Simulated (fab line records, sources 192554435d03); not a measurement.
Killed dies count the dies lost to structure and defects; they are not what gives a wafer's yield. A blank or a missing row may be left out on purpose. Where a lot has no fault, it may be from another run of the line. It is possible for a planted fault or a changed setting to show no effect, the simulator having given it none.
Matching of chambers | flow n5_finfet | rie_diel-04 running N5_PASSIVATION_ETCH_54: 4 sister chambers
The step etches SiO2 in CHF3/O2, target depth 880 nm, time 440 s. 4 wafers are shown with their chamber, then 7 later ones without.

## WAFERS, EACH WITH ITS CHAMBER
wafer  | chamber | showerhead_plenum_p_Torr (Torr)
L938.5 | 3       | 2.46
L936.3 | 0       | 2.32
L939.2 | 2       | 2.41
L939.4 | 1       | 2.33

## WAFERS MISSING THEIR CHAMBER
wafer  | showerhead_plenum_p_Torr (Torr)
L939.5 | 2.33
L941.1 | 2.33
L941.4 | 2.41
L941.5 | 2.46
L949.3 | 2.32
L949.5 | 2.32
L949.6 | 2.40

## EACH ONE'S CHAMBER
wafer  | from the rows above | in truth
L939.5 | 1                   | 1
L941.1 | 1                   | 1
L941.4 | 2                   | 2
L941.5 | 3                   | 3
L949.3 | 0                   | 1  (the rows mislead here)
L949.5 | 0                   | 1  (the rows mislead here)
L949.6 | 2                   | 2
Correctly placed: 5 of 7. Number that these rows cannot place: 0. 2 placed wrongly.
How it was worked out, from the rows above alone: a wafer's distance from a chamber is the root of the sum, over the readings, of the square of ((its reading less the chamber's mean) divided by the reading's scatter). If the next closest chamber is less than 2 further off than the closest, the wafer can't be placed; otherwise it belongs to the closest. For every chamber, the mean is computed from those of its wafers that are shown. The scatter: root of mean squared gap, hidden wafer to nearest shown wafer, with one shown wafer a chamber.
